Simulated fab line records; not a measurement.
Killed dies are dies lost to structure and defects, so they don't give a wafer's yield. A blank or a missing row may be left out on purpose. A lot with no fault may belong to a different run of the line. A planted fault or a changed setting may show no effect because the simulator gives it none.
Struck lot and sound lot, side by side	flow n5-finfet	15 steps out of a route of 1938
Sound: these wafers, L675.1, L675.3, L675.4. Struck: wafers L693.2, L693.3, L693.4. The cause is named last.
Each step with rows lists, per side, the tool, then ch with its chambers, then its first start. Under that, the readings that differ: sound wafers	struck wafers	difference of the means	sigmas: that difference in standard deviations of wafers without a fault.
alike: readings whose means differ by less than 2 such deviations, and words and numbers that are the same on both sides. not compared: withheld readings, readings that some wafer has no value for, bounds like >300 that may hide the same value, and numbers for which the record gives no deviation and whose values overlap.
The two part at a step that has a row with sigmas, a row that says differs or no value, or rows on one side only. Non-overlapping numbers with no deviation appear without sigmas and do not part them. Lack of a reading on every wafer of one side parts them only where that side has two or more wafers.

N5_BEOL_M4_SPUTTER_90: material Cu, target thk 4.5 nm, time 8.29 s.
  sound on pvd-sputter-03, day 8 15:07; struck on pvd-sputter-02, day 13 08:22
  alike: chamber-pressure-pa, chuck-sensor-temp-C, throttle-valve-pct
then, 3 steps without rows for these wafers: N5_BEOL_M4_ANNEAL_91 (time 240 s); N5_BEOL_M4_SPUTTER_92 (material Cu, target thk 4.5 nm, time 8.29 s); N5_BEOL_M4_ANNEAL_93 (time 240 s).
N5_BEOL_M4_SPUTTER_94: material Cu, target thk 4.5 nm, time 8.29 s.
  sound on pvd-sputter-03, day 8 15:34; struck on pvd-sputter-02, day 13 08:48
  alike: chamber-pressure-pa, chuck-sensor-temp-C, throttle-valve-pct
N5_BEOL_M4_ANNEAL_95: time 240 s.
  sound on pvd-sputter-03, day 8 15:38; struck on pvd-sputter-02, day 13 08:53
  alike: heater-power-w
then, 3 steps without rows for these wafers: N5_BEOL_M4_SPUTTER_96 (material Cu, target thk 4.5 nm, time 8.29 s); N5_BEOL_M4_ECD_50 (material Cu, target thk 300 nm); N5_BEOL_M4_ANNEAL_51 (time 90 s).
N5_BEOL_M4_CMP_52: polishes, stops on SiOC, t overpolish 6.8 s, target thk 40 nm.
  sound on cmp-04 ch 0,1,3, day 8 16:16; struck on cmp-03 ch 1,2,3, day 13 09:47
reading	sound	struck	difference	sigmas
barrier-field-endpoint-s (s)	25.5 26.3 26.0	23.9 23.3 23.4	-2.4	-3
time-to-endpoint-s (s)	65 69 65	58 55 55	-10	-3
  alike: clearing-platen-rpm, motor-current-A, overpolish-run-s, retaining-ring-pressure-frac
N5_BEOL_M4_THK_MEAS_53: measures by xrf.
  sound on film-metro-02, day 8 16:34; struck on film-metro-02, day 13 10:05
  alike: M4_THK
N5_BEOL_M4_PRE_CLEAN_60: time 15 s.
  sound on cvd-co-01 ch 0,2, day 8 16:36; struck on cvd-co-01 ch 0,1,2, day 13 10:07
  alike: heater-power-w
N5_BEOL_M4_CO_CAP_55: material Co, precursor CCTBA/H2, target thk 2 nm, time 102.1 s.
  sound on cvd-co-01 ch 0,2, day 8 16:38; struck on cvd-co-01 ch 0,1,2, day 13 10:10
reading	sound	struck	difference	sigmas
run-length-s (s)	125.0 124.9 124.8	179.2 180.2 180.1	+54.9	+95
model.Co_of_BEOL_M4_CO_CAP_55.thk-nm (nm)	1.8 1.8 2	2.8 3 3.2	+1.1	
  alike: heater-power-w
then, 1 step without rows for these wafers: N5_BEOL_M4_PRE_CLEAN_56 (time 15 s).
N5_BEOL_M4_RC_MEAS_101:
  sound on prober-01 ch 0, day 8 16:53; struck on prober-02 ch 0, day 13 10:33
  alike: DIBL_N, DIBL_P, IOFF_N, IOFF_P, ION_N, ION_P, SS_N, SS_P, VT_N, VT_P

== WHERE THEY PART ==
At N5_BEOL_M4_CMP_52 first; at N5_BEOL_M4_CO_CAP_55 last (within this record only). Later steps at which nothing parts them and some readings are alike: N5_BEOL_M4_RC_MEAS_101.

WHY: what the simulator had put in
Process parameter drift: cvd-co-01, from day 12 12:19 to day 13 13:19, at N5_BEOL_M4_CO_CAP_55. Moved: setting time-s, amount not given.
